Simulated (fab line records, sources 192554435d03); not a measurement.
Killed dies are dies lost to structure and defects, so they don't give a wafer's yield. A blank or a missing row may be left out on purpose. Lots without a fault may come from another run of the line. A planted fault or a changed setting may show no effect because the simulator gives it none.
Chamber matching | flow n5_finfet | N5_BEOL_M1_CO_CAP_55 on cvd_co-02: 3 sister chambers
The step material Co, precursor CCTBA/H2, target thk 2 nm, time 102.1 s. 22 wafers are shown with their chamber, then 11 later ones without.

WAFERS WITH THEIR CHAMBER
wafer  | chamber | heater_power_w (W)
L075.1 | 1       | 270
L075.2 | 2       | 229
L075.6 | 2       | 223
L077.1 | 0       | 178
L077.4 | 2       | 231
L077.5 | 0       | 177
L084.1 | 1       | 268
L084.5 | 1       | 265
L084.6 | 2       | 230
L086.1 | 0       | 183
L086.2 | 1       | 272
L086.4 | 0       | 184
L088.2 | 1       | 271
L088.3 | 2       | 231
L088.5 | 0       | 185
L087.1 | 2       | 231
L087.5 | 2       | 228
L087.6 | 1       | 265
L093.2 | 0       | 180
L093.3 | 2       | 232
L093.5 | 0       | 181
L095.1 | 1       | 271

SIGNATURES (means of the wafers above)
reading        | chamber 0 | chamber 1 | chamber 2 | scatter within a chamber
heater_power_w | 181.14    | 268.86    | 229.38    | 2.93
Rule: a wafer's distance from a chamber is the root of the sum, over the readings, of the square of ((its reading less the chamber's mean) divided by the reading's scatter). The wafer belongs to the nearest chamber; if the next one is less than 2 further off, it can't be placed. The scatter: the root of (the sum of the squares of (reading less its chamber's mean) over the shown wafers, divided by (wafers less chambers)).

WAFERS WITHOUT THEIR CHAMBER
wafer  | heater_power_w (W)
L095.3 | 227
L095.5 | 266
L094.1 | 228
L094.2 | 270
L094.3 | 181
L096.1 | 182
L096.5 | 226
L096.6 | 267
L097.1 | 235
L097.3 | 182
L097.5 | 183

WHICH CHAMBER EACH WENT THROUGH
wafer  | from the rows above | in truth
L095.3 | 2                   | 2
L095.5 | 1                   | 1
L094.1 | 2                   | 2
L094.2 | 1                   | 1
L094.3 | 0                   | 0
L096.1 | 0                   | 0
L096.5 | 2                   | 2
L096.6 | 1                   | 1
L097.1 | 2                   | 2
L097.3 | 0                   | 0
L097.5 | 0                   | 0
Placed correctly: 11 of 11. Can't be placed from these rows: 0. Placed wrongly: 0.
